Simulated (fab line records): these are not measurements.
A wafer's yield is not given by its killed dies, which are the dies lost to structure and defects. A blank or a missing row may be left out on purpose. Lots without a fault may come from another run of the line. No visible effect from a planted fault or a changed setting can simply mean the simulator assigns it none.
Matching of chambers | flow nand_harc | NHARC_A_WL_FILL_ALD_19 on ald_metal-04: 4 sister chambers
The step deposits TiN, target thk 2 nm, pulse time 3 s, ald cycles 100. 4 wafers are shown with their chamber, then 8 later ones without.

## WAFERS PAIRED WITH THEIR CHAMBERS
wafer  | chamber | heater_power_w (W)
L086.4 | 2       | 976
L087.5 | 0       | 979
L087.6 | 3       | 1065
L090.1 | 1       | 1074

## WAFERS WITHOUT THEIR CHAMBER
wafer  | heater_power_w (W)
L090.2 | 1059
L090.3 | 963
L094.1 | 1032
L094.2 | 988
L094.4 | 1089
L097.2 | 943
L097.4 | 1009
L097.6 | 990

## WHICH CHAMBER EACH ONE RAN IN
wafer  | from the rows above               | in truth
L090.2 | can't be placed: 3 or 1           | 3
L090.3 | can't be placed: 2 or 0           | 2
L094.1 | can't be placed: 3 or 1 or 0 or 2 | 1
L094.2 | can't be placed: 0 or 2           | 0
L094.4 | can't be placed: 1 or 3           | 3
L097.2 | can't be placed: 2 or 0           | 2
L097.4 | can't be placed: 0 or 2 or 3 or 1 | 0
L097.6 | can't be placed: 0 or 2           | 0
Correctly placed: 0 of 8. From these rows, 8 cannot be placed; in 8 the true chamber is one of the candidates. Number placed wrongly: 0.
How it was worked out, from the rows above alone: a wafer's distance from a chamber is the root of the sum, over the readings, of the square of ((its reading less the chamber's mean) divided by the reading's scatter). The wafer belongs to the nearest chamber; if the next one is less than 2 further off, it can't be placed. For every chamber, the mean is computed from those of its wafers that are shown. The scatter: root of mean squared gap, hidden wafer to nearest shown wafer, with one shown wafer a chamber.
